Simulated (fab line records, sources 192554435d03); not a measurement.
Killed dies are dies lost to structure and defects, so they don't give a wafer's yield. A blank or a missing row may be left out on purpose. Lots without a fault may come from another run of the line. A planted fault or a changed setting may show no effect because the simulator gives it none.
fab line records | flow n5_finfet
record lots=10 wafers=30 last_day=17
route steps=1938 shown BEOL_M4@1087 BEOL_M5@1112 PASSIVATION@1936
lots that met no fault: from a run of the same line without faults
start_h: hours from the record's first day to the start of the lot's first wafer shown | wait_h: hours since the lot's step before | " the same as in the row above | L1.1+2: a row that stands for several wafers | - no value, or no start given | * or withheld: withheld | < > ~ a bound
route shown NAME@n: a module of which the file shows steps, and the number in the route of the first | usual: mean/standard deviation of fault-free wafers | same: alike in all rows | chamber/n: place in a boat | sites: the reading at each site | _std_site: their standard deviation | _edge_site: outer sites' mean less inner sites' | radius_mm: how far each site lies from the wafer's centre | mask NAME#n: copy n | behind: the tool/chamber that last shaped the wafer | hold: why the lot was held/for how many hours/how that ended | device: the transistor (n, p or np) that didn't switch | end of line: the same wafers' tests at the end of the route | a step without rows: its recipe alone | killed: dies lost to structure and defects at the first sort, not the wafer's yield | map: a wafer's dies, x killed, . not, _ none there
set.NAME: the setting as run; set.NAME@STEP: as run at that earlier step | model.NAME: the simulator's own value behind a step, which no gauge read
steps of the route over a sample of lots; a table a step, a row a wafer
services: from which hour (start_h, from the record's first day; less than 0 if before it) a tool's chamber was out of use, for how many hours, and why
## steps
# step N5_BEOL_M4_ANNEAL_80
# recipe temp_c=400 time_s=240 ambient=vacuum
# usual heater_power_w=847/85
# columns lot.wafer tool chamber start_h wait_h heater_power_w
L259.3 pvd_sputter-03 - 170.63 0.0 899
L259.4 " - " " 889
L259.5 " - " " 777
L260.2 pvd_sputter-01 - 175.45 0.0 806
L260.4 " - " " 940
L260.6 " - " " 942
L264.1 pvd_sputter-02 - 198.98 0.0 808
L264.3 " - " " 944
L264.6 " - " " 898
L265.1 pvd_sputter-03 - 202.95 0.0 890
L265.4 " - " " 957
L265.6 " - " " 767
L267.1 pvd_sputter-01 - 208.68 0.0 920
L267.2 " - " " 811
L267.4 " - " " 912
L268.3 pvd_sputter-01 - 212.25 0.0 735
L268.5 " - " " 835
L268.6 " - " " 927
L273.2 pvd_sputter-01 - 260.19 0.0 710
L273.3 " - " " 921
L273.6 " - " " 956
L276.1 pvd_sputter-02 - 268.54 0.0 970
L276.4 " - " " 755
L276.6 " - " " 948
L277.1 pvd_sputter-03 - 278.53 0.0 767
L277.4 " - " " 880
L277.5 " - " " 762
L280.2 pvd_sputter-01 - 299.11 0.0 933
L280.3 " - " " 809
L280.6 " - " " 736
# step N5_BEOL_M4_ANNEAL_95
# recipe temp_c=400 time_s=240 ambient=vacuum
# usual heater_power_w=849/89
# columns lot.wafer tool chamber start_h wait_h heater_power_w
L259.3 pvd_sputter-03 - 171.95 0.0 875
L259.4 " - " " 881
L259.5 " - " " 762
L260.2 pvd_sputter-01 - 176.77 0.0 817
L260.4 " - " " 939
L260.6 " - " " 937
L264.1 pvd_sputter-02 - 200.30 0.0 804
L264.3 " - " " 976
L264.6 " - " " 905
L265.1 pvd_sputter-03 - 204.27 0.0 881
L265.4 " - " " 960
L265.6 " - " " 766
L267.1 pvd_sputter-01 - 210.00 0.0 939
L267.2 " - " " 818
L267.4 " - " " 914
L268.3 pvd_sputter-01 - 213.57 0.0 718
L268.5 " - " " 823
L268.6 " - " " 935
L273.2 pvd_sputter-01 - 261.51 0.0 730
L273.3 " - " " 924
L273.6 " - " " 917
L276.1 pvd_sputter-02 - 269.86 0.0 980
L276.4 " - " " 743
L276.6 " - " " 974
L277.1 pvd_sputter-03 - 279.85 0.0 752
L277.4 " - " " 893
L277.5 " - " " 769
L280.2 pvd_sputter-01 - 300.43 0.0 947
L280.3 " - " " 796
L280.6 " - " " 725
# step N5_BEOL_M4_RC_MEAS_101
# usual DIBL_N=36.3/1 DIBL_P=36.2/1.4 IOFF_N=0.157/0.021 IOFF_P=0.206/0.025 ION_N=673/9 ION_P=461/6.4 SS_N=71.5/0.5 SS_P=73.2/0.47 VT_N=249.9/2.4 VT_P=-250.6/2.9
# columns lot.wafer tool chamber start_h wait_h DIBL_N[mV/V] DIBL_P[mV/V] IOFF_N[nA/um] IOFF_P[nA/um] ION_N[uA/um] ION_P[uA/um] SS_N[mV/dec] SS_P[mV/dec] VT_N[mV] VT_P[mV]
L259.3 prober-01 0 173.55 0.3 35.3 34.4 0.136 0.177 671 462 70.8 73.1 250.8 -251.1
L259.4 " 0 " " 37.3 37.2 0.170 0.217 682 467 71.2 74.0 248.2 -250.9
L259.5 " 0 " " 34.9 34.2 0.129 0.175 668 461 70.1 73.2 250.4 -252.8
L260.2 prober-02 0 178.17 0.2 36.3 36.9 0.150 0.209 659 457 71.7 72.9 252.3 -251.1
L260.4 " 0 " " 35.5 36.1 0.134 0.194 657 452 71.6 73.6 255.2 -251.2
L260.6 " 0 " " 37.9 38.2 0.171 0.225 669 461 72.7 74.3 250.0 -252.0
L264.1 prober-01 0 201.54 0.0 37.5 35.9 0.151 0.199 668 464 71.5 73.9 250.2 -249.6
L264.3 " 0 " " 39.5 38.7 0.202 0.242 686 467 72.3 73.3 246.9 -247.3
L264.6 " 0 " " 38.3 37.6 0.181 0.226 686 469 71.5 73.5 250.7 -250.6
L265.1 prober-01 0 205.76 0.0 37.1 38.0 0.200 0.260 676 464 72.4 74.0 247.1 -247.2
L265.4 " 0 " " 36.2 37.4 0.189 0.241 673 463 71.8 73.5 246.8 -248.0
L265.6 " 0 " " 36.3 37.1 0.183 0.251 676 465 71.9 74.3 249.2 -246.9
L267.1 prober-02 0 211.26 0.0 35.4 35.4 0.140 0.180 663 451 70.8 73.5 252.7 -250.7
L267.2 " 0 " " 36.5 36.8 0.175 0.203 685 465 72.0 73.5 246.5 -250.9
L267.4 " 0 " " 36.2 35.5 0.159 0.186 661 450 71.9 73.4 250.9 -254.0
L268.3 prober-02 0 215.13 0.3 35.7 34.6 0.132 0.177 668 458 71.7 72.9 250.7 -251.9
L268.5 " 0 " " 37.5 36.7 0.153 0.205 664 458 71.8 73.6 251.9 -251.3
L268.6 " 0 " " 35.7 34.4 0.135 0.174 659 456 71.9 72.6 251.5 -251.5
L273.2 prober-02 0 263.53 0.2 35.6 35.0 0.139 0.220 666 466 71.5 72.8 251.5 -247.1
L273.3 " 0 " " 37.0 35.2 0.150 0.224 671 462 71.8 73.1 250.7 -247.0
L273.6 " 0 " " 36.3 35.1 0.145 0.217 661 462 71.1 72.9 251.4 -247.4
L276.1 prober-01 0 271.10 0.0 37.3 38.0 0.173 0.249 690 471 72.1 73.8 249.4 -244.6
L276.4 " 0 " " 37.6 38.4 0.181 0.255 685 480 72.4 73.7 245.4 -244.6
L276.6 " 0 " " 36.7 36.6 0.157 0.226 674 466 72.5 72.7 247.9 -248.5
L277.1 prober-02 0 281.11 0.0 37.5 35.7 0.148 0.179 665 448 71.8 73.4 251.7 -255.2
L277.4 " 0 " " 35.4 34.3 0.120 0.157 667 455 70.2 72.9 252.6 -255.0
L277.5 " 0 " " 35.9 34.6 0.132 0.162 660 455 72.1 72.3 252.5 -255.7
L280.2 prober-02 0 301.82 0.2 37.8 38.4 0.180 0.230 674 462 71.7 74.2 248.4 -251.4
L280.3 " 0 " " 35.6 35.6 0.145 0.187 664 457 72.1 72.9 251.5 -251.2
L280.6 " 0 " " 33.4 32.3 0.106 0.148 663 455 70.7 72.3 255.4 -255.0
# step N5_BEOL_M5_ILD_DEP_00
# recipe material=SiCOH_lowk target_thk_a=1406.4 temp_c=300 precursor=DEMS/porogen pressure_torr=5 rf_w=500 time_s=25.9
# usual heater_power_w=332/64 showerhead_plenum_p_Torr=5.733/0.015 throttle_valve_pct=14.1/0.72
# columns lot.wafer tool chamber start_h wait_h heater_power_w showerhead_plenum_p_Torr since_wet_clean_h throttle_valve_pct
L259.3 pecvd-02 0 174.20 0.5 225 5.741 697 14.6
L259.4 " 1 " " 300 5.720 - 14.8
L259.5 " 0 " " 227 5.746 - 14.5
L260.2 pecvd-04 0 178.98 0.7 254 5.745 883 14.4
L260.4 " 0 " " 260 5.712 - 14.2
L260.6 " 1 " " 359 5.735 - 13.4
L264.1 pecvd-02 0 202.51 0.8 222 5.722 725 14.6
L264.3 " 0 " " 229 5.738 - 14.5
L264.6 " 1 " " 290 5.731 - 14.6
L265.1 pecvd-02 0 206.72 0.8 236 5.712 729 14.8
L265.4 " 0 " " 242 5.725 - 14.8
L265.6 " 0 " " 250 5.718 - 14.6
L267.1 pecvd-01 0 212.22 0.8 347 5.732 1097 14.5
L267.2 " 1 " " 376 5.734 1822 14.7
L267.4 " 1 " " 385 5.742 - 14.7
L268.3 pecvd-02 1 215.81 0.5 289 5.736 - 14.5
L268.5 " 1 " " 302 5.712 - 14.9
L268.6 " 0 " " 243 5.737 - 14.5
L273.2 pecvd-02 2 264.35 0.7 278 5.716 33 12.5
L273.3 " 0 " " 232 5.718 787 15.0
L273.6 " 1 " " 320 5.728 - 15.0
L276.1 pecvd-01 0 272.07 0.8 382 5.745 1157 14.6
L276.4 " 0 " " 394 5.746 - 14.6
L276.6 " 2 " " 313 5.717 - 13.3
L277.1 pecvd-04 0 282.07 0.8 255 5.721 986 14.6
L277.4 " 2 " " 397 5.745 - 13.3
L277.5 " 0 " " 262 5.734 - 14.4
L280.2 pecvd-04 2 302.63 0.7 344 5.754 237 13.3
L280.3 " 0 " " 304 5.729 1007 14.2
L280.6 " 2 " " 359 5.763 - 13.1
# step N5_BEOL_M5_CURE_79
# recipe temp_c=385 time_s=240 ambient=He/Ar material=SiCOH_lowk
# usual lamp_power_pct=52.32/0.048 wafer_temp_C_max=386.8/0.52
# columns lot.wafer tool chamber start_h wait_h lamp_power_pct wafer_temp_C_max
L259.3 uv_cure-01 0 174.43 0.2 52.39 387.4
L259.4 " 0 " " 52.35 386.5
L259.5 " 0 " " 52.30 386.1
L260.2 uv_cure-01 2 179.12 0.1 52.23 387.0
L260.4 " 2 " " 52.27 386.7
L260.6 " 2 " " 52.27 386.7
L264.1 uv_cure-03 2 202.59 0.1 52.29 386.8
L264.3 " 2 " " 52.36 386.3
L264.6 " 2 " " 52.25 387.0
L265.1 uv_cure-02 1 206.80 0.1 52.41 387.3
L265.4 " 1 " " 52.33 387.2
L265.6 " 1 " " 52.36 387.0
L267.1 uv_cure-01 2 212.28 0.0 52.21 387.6
L267.2 " 2 " " 52.27 386.9
L267.4 " 2 " " 52.33 386.4
L268.3 uv_cure-03 1 216.03 0.2 52.28 386.1
L268.5 " 1 " " 52.34 386.1
L268.6 " 1 " " 52.35 386.0
L273.2 uv_cure-01 0 264.49 0.1 52.31 386.6
L273.3 " 0 " " 52.37 386.7
L273.6 " 0 " " 52.29 386.3
L276.1 uv_cure-03 0 272.16 0.1 52.28 387.0
L276.4 " 0 " " 52.43 386.8
L276.6 " 0 " " 52.39 387.4
L277.1 uv_cure-01 2 282.13 0.0 52.26 386.8
L277.4 " 2 " " 52.31 386.7
L277.5 " 2 " " 52.32 387.0
L280.2 uv_cure-01 0 302.77 0.1 52.31 386.4
L280.3 " 0 " " 52.30 386.6
L280.6 " 0 " " 52.29 386.3
# step N5_BEOL_M5_THK_MEAS_01
# recipe reads=SiCOH_lowk_of_BEOL_M5_ILD_DEP_00
# usual M5_ILD_THK=120.9/1.7
# columns lot.wafer tool chamber start_h wait_h M5_ILD_THK[nm]
L259.3 film_metro-02 - 174.78 0.3 119.7
L259.4 " - " " 122.0
L259.5 " - " " 121.5
L260.2 film_metro-02 - 179.55 0.4 118.0
L260.4 " - " " 122.2
L260.6 " - " " 120.0
L264.1 film_metro-01 - 203.10 0.4 120.3
L264.3 " - " " 121.4
L264.6 " - " " 123.2
L265.1 film_metro-02 - 207.32 0.4 117.6
L265.4 " - " " 119.9
L265.6 " - " " 120.2
L267.1 film_metro-01 - 212.81 0.4 122.4
L267.2 " - " " 120.9
L267.4 " - " " 123.3
L268.3 film_metro-01 - 216.38 0.3 100.6
L268.5 " - " " 102.7
L268.6 " - " " 100.7
L273.2 film_metro-02 - 264.92 0.4 99.5
L273.3 " - " " 99.5
L273.6 " - " " 101.9
L276.1 film_metro-01 - 273.15 0.8 120.1
L276.4 " - " " 123.7
L276.6 " - " " 123.1
L277.1 film_metro-01 - 282.64 0.4 117.1
L277.4 " - " " 120.0
L277.5 " - " " 119.4
L280.2 film_metro-01 - 303.20 0.4 118.4
L280.3 " - " " 118.1
L280.6 " - " " 121.6
# step N5_PASSIVATION_PROBE_49
# usual defect_limited_yield=91.1/1.3 killed_at_M0_to_M3=36/10 killed_at_M4_up=14/4.4 killed_at_contacts=14/5.7 killed_at_front_end=39/9.4 killed_at_other=2.9/2.6 killed_dies=105/15 killed_on_rim=14/3.5 killed_open=70/12 killed_short=34/7.1 sort_bin_5_function=5.3/0.77 sort_bin_6_memory=3.3/0.66 sort_n_pass=1075/15 sort_yield_pct=91.1/1.3
# same gross_dies=1180 killed_at_back_side=0 sort_bin_4_leakage[%]=0 sort_bin_8_speed[%]=0
# columns lot.wafer tool chamber start_h wait_h defect_limited_yield[%] killed_at_M0_to_M3 killed_at_M4_up killed_at_contacts killed_at_front_end killed_at_other killed_dies killed_on_rim killed_open killed_short sort_bin_5_function[%] sort_bin_6_memory[%] sort_n_pass sort_yield_pct[%]
L268.3 prober-02 - 318.61 0.1 64.7 40 329 9 37 1 416 152 74 26 5.8 2.5 764 64.7
L268.5 prober-02 - 318.71 0.2 89.6 44 34 11 33 1 123 33 65 35 5.3 3.1 1057 89.6
L268.6 prober-02 - 318.76 0.3 88.3 40 45 14 38 1 138 43 83 26 5.3 3.8 1042 88.3
L273.2 prober-02 - 361.84 0.1 59.5 35 386 11 45 1 478 152 80 27 5.5 3.4 702 59.5
L273.3 prober-02 - 361.89 0.1 69.4 24 295 5 37 0 361 152 47 30 4.2 2.4 819 69.4
L273.6 prober-02 - 362.04 0.3 63.8 34 348 6 34 5 427 152 75 27 5.6 3.1 753 63.8
# killed by level:class
L268.3 BEOL_M5:area_dep=316 BEOL_M1:geometric_particle:open=16 STI_FIN_REVEAL:geometric_particle:open=11 BEOL_M4:geometric_particle:open=8 MOL_CONTACT_COAG:geometric_particle:open=7 BEOL_M0_SAQP:geometric_particle:open=7 BEOL_M2:geometric_particle:open=7 FIN_SAQP:geometric_particle:short=5
L268.5 BEOL_M5:area_dep=21 BEOL_M0_SAQP:geometric_particle:open=11 BEOL_M0_SAQP:geometric_particle:short=10 BEOL_M1:geometric_particle:open=10 STI_FIN_REVEAL:geometric_particle:open=9 MOL_CONTACT_COAG:geometric_particle:open=8 STARTING-WAFER:geometric_particle:short=6 BEOL_M2:geometric_particle:open=6
L268.6 BEOL_M5:area_dep=27 BEOL_M2:geometric_particle:open=16 MOL_CONTACT_COAG:geometric_particle:open=13 BEOL_M4:geometric_particle:open=9 STI_FIN_REVEAL:geometric_particle:open=8 GATE_CUT:geometric_particle:short=7 FIN_SAQP:geometric_particle:open=6 BEOL_M0_SAQP:geometric_particle:open=6
L273.2 BEOL_M5:area_dep=370 MOL_CONTACT_COAG:geometric_particle:open=11 BEOL_M0_SAQP:geometric_particle:open=11 STI_FIN_REVEAL:geometric_particle:open=10 FIN_SAQP:geometric_particle:open=7 FIN_SAQP:geometric_particle:short=6 BEOL_M3:geometric_particle:open=6 BEOL_M0_SAQP:geometric_particle:short=5
L273.3 BEOL_M5:area_dep=283 FIN_SAQP:geometric_particle:short=12 FIN_SAQP:geometric_particle:open=8 BEOL_M0_SAQP:geometric_particle:open=7 BEOL_M0_SAQP:geometric_particle:short=7 STARTING-WAFER:geometric_particle:short=5 MOL_CONTACT_COAG:geometric_particle:open=4 BEOL_M0:geometric_particle:open=4
L273.6 BEOL_M5:area_dep=324 BEOL_M4:geometric_particle:open=12 BEOL_M3:geometric_particle:open=12 BEOL_M0_SAQP:geometric_particle:open=9 STI_FIN_REVEAL:geometric_particle:open=8 FIN_SAQP:geometric_particle:short=5 FIN_SAQP:geometric_particle:open=4 FIN_CUT:geometric_particle:open=4
## services
# columns tool chamber start_h hours kind
pecvd-01 0 150.83 2.1 scheduled_down
pecvd-02 - 184.46 1.2 repair
uv_cure-03 - 193.95 7.5 pm
pecvd-04 - 197.88 0.6 repair
pecvd-02 2 202.38 - clean
pecvd-02 2 202.38 - consumable_replace:showerhead
pecvd-02 2 202.38 29.0 scheduled_down
pecvd-02 2 202.38 29.0 vent_cycle
pecvd-04 1 226.33 5.5 scheduled_down
uv_cure-01 - 226.66 10.1 repair
pecvd-02 2 256.98 2.1 scheduled_down
pecvd-01 1 271.54 5.0 scheduled_down
## key
first_sign step=N5_BEOL_M5_THK_MEAS_01 reading=M5_ILD_THK direction=down sigmas=12 usual=120.9 struck=100.8
effect step=N5_PASSIVATION_PROBE_49 reading=killed_at_M4_up direction=up sigmas=51 usual=14 struck=240
more_kills_born_at N5_BEOL_M5_ILD_DEP_00@pecvd-02=1341
met_at N5_BEOL_M5_ILD_DEP_00
struck_lots L268,L273
not_acting_at N5_BEOL_M4_ANNEAL_80,N5_BEOL_M4_ANNEAL_95,N5_BEOL_M5_CURE_79
onset_between 206.72 215.81
fault kind=site_profile_drift tool=pecvd-02 chamber=- onset_h=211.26 steps=N5_BEOL_M5_ILD_DEP_00 basis=fraction max_abs_drift=0.32099 slope_share_per_hr=71.331 site_pattern=0,0,0,0,0,-1,-1,-1,-1
